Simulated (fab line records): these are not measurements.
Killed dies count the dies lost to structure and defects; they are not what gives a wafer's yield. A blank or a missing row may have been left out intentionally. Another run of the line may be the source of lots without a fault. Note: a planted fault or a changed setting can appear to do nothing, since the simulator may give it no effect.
Split-lot study / flow n5 finfet / 21 wafers read from 7 lots, route of 1938 steps

== SPLIT DETAILS ==
At N5_BEOL_M12_EXPOSE_07 (exposes mask V11), the setting dose mj was moved away from the recipe's 32.5 on 7 of the 21 wafers read, by -7.4% to +5.3%. All remaining wafers had this setting at the recipe value.

== FROM THE SPLIT TO THE READING: what the file shows between them, 8 steps ==
- N5_BEOL_M12_PEB_08: peb time 90 s
- N5_BEOL_M12_DEVELOP_09: develop time 45 s
- N5_BEOL_M12_HARDBAKE_14: time 120 s
- N5_BEOL_M12_CD_MEAS_10: target cd 140 nm
- N5_BEOL_M12_STRIP_63: strips in N2/H2 (also split here: h2 flow sccm)
- N5_BEOL_M12_STRIP_64: strips in N2/H2
- N5_BEOL_M12_STRIP_71: strips in post etch residue remover, time 60 s
- N5_BEOL_M12_SRD_72: time 30 s, dry time 30 s

== THE READING ==
Shown in nm: cd nm at N5_BEOL_M12_CD_MEAS_17, with target cd 140 nm. Fault-free wafers of this fab line usually give 140.9 nm, standard deviation 1.8 nm.

wafer=L076.2; tool, chamber at the split=krf scanner-01, 0; dose mj as run=32.5; against the recipe=recipe; cd nm, nm=143.3; against lot-mates on the recipe=-
wafer=L076.4; tool, chamber at the split=krf scanner-01, 0; dose mj as run=32.5; against the recipe=recipe; cd nm, nm=142.4; against lot-mates on the recipe=-
wafer=L076.6; tool, chamber at the split=krf scanner-01, 0; dose mj as run=32.5; against the recipe=recipe; cd nm, nm=140.2; against lot-mates on the recipe=-
wafer=L082.1; tool, chamber at the split=krf scanner-01, 0; dose mj as run=33.37; against the recipe=+2.7%; cd nm, nm=145.8; against lot-mates on the recipe=+1.9
wafer=L082.2; tool, chamber at the split=krf scanner-01, 0; dose mj as run=33.37; against the recipe=+2.7%; cd nm, nm=143.3; against lot-mates on the recipe=-0.6
wafer=L082.4; tool, chamber at the split=krf scanner-01, 0; dose mj as run=32.5; against the recipe=recipe; cd nm, nm=143.9; against lot-mates on the recipe=-
wafer=L085.2; tool, chamber at the split=krf scanner-02, 0; dose mj as run=32.5; against the recipe=recipe; cd nm, nm=143.3; against lot-mates on the recipe=-
wafer=L085.3; tool, chamber at the split=krf scanner-02, 0; dose mj as run=32.5; against the recipe=recipe; cd nm, nm=142.1; against lot-mates on the recipe=-
wafer=L085.5; tool, chamber at the split=krf scanner-02, 0; dose mj as run=32.5; against the recipe=recipe; cd nm, nm=140.4; against lot-mates on the recipe=-
wafer=L090.1; tool, chamber at the split=krf scanner-02, 0; dose mj as run=34.23; against the recipe=+5.3%; cd nm, nm=145.3; against lot-mates on the recipe=+5.8
wafer=L090.2; tool, chamber at the split=krf scanner-02, 0; dose mj as run=32.5; against the recipe=recipe; cd nm, nm=139.5; against lot-mates on the recipe=-
wafer=L090.6; tool, chamber at the split=krf scanner-02, 0; dose mj as run=34.23; against the recipe=+5.3%; cd nm, nm=147.9; against lot-mates on the recipe=+8.4
wafer=L091.1; tool, chamber at the split=krf scanner-02, 0; dose mj as run=30.08; against the recipe=-7.4%; cd nm, nm=129.8; against lot-mates on the recipe=-9.8
wafer=L091.4; tool, chamber at the split=krf scanner-02, 0; dose mj as run=32.5; against the recipe=recipe; cd nm, nm=139.7; against lot-mates on the recipe=-
wafer=L091.5; tool, chamber at the split=krf scanner-02, 0; dose mj as run=32.5; against the recipe=recipe; cd nm, nm=139.6; against lot-mates on the recipe=-
wafer=L096.3; tool, chamber at the split=krf scanner-01, 0; dose mj as run=32.5; against the recipe=recipe; cd nm, nm=143.0; against lot-mates on the recipe=-
wafer=L096.5; tool, chamber at the split=krf scanner-01, 0; dose mj as run=32.5; against the recipe=recipe; cd nm, nm=142.0; against lot-mates on the recipe=-
wafer=L096.6; tool, chamber at the split=krf scanner-01, 0; dose mj as run=32.5; against the recipe=recipe; cd nm, nm=139.0; against lot-mates on the recipe=-
wafer=L095.4; tool, chamber at the split=krf scanner-02, 0; dose mj as run=30.38; against the recipe=-6.5%; cd nm, nm=135.7; against lot-mates on the recipe=-6.6
wafer=L095.5; tool, chamber at the split=krf scanner-02, 0; dose mj as run=32.5; against the recipe=recipe; cd nm, nm=142.3; against lot-mates on the recipe=-
wafer=L095.6; tool, chamber at the split=krf scanner-02, 0; dose mj as run=30.38; against the recipe=-6.5%; cd nm, nm=131.8; against lot-mates on the recipe=-10.5

THE FIT
A straight line over all 21 wafers: cd nm changes by +1.22 nm for each +1% of dose mj; r = +0.92; the points scatter about the line by 1.8 nm.
The same after taking each lot's own level away (the mean of its wafers on the recipe; 21 wafers): +1.24 nm for each +1%; r = +0.94; scatter 1.6 nm.
The reading moves by 9.2 nm for the largest change in dose mj, on that fit.
The lots' own levels span 139.50 to 143.90 nm, that is 2.4 times the standard deviation above.
The two slopes agree, so the slope changes little with the lot-to-lot level.
Check: for one of the wafers moved furthest among these (-7.4%), held out of the fit, the line's prediction against its lot-mates is -9.39 nm. Against them it came out at -9.85 nm.

== THESE WAFERS: OTHER SPLITS ==
Note: prior to the reading, these wafers also went through further splits. Each is held against what the fit with the lots' levels taken away leaves over:
other split on the same wafers=N5_BEOL_M12_STRIP_63 h2 flow sccm; wafers away from the commonest value=8; r with cd nm (lot level and that fit taken away)=-0.09

== THE WHOLE CHAIN: every reading that the file lists as answering this split, in the file's order ==
step=N5_BEOL_M12_CD_MEAS_10; what it does=target cd 140 nm; reading=cd nm; change (the file's fit)=+1.33 nm for each +1% of the setting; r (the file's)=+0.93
step=N5_BEOL_M12_CD_MEAS_17; what it does=target cd 140 nm; reading=cd nm; change (the file's fit)=+1.26 nm for each +1% of the setting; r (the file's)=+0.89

== THE FILE'S OWN FIT ==
cd nm changes by +1.26 nm for each +1% of dose mj, r = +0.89.
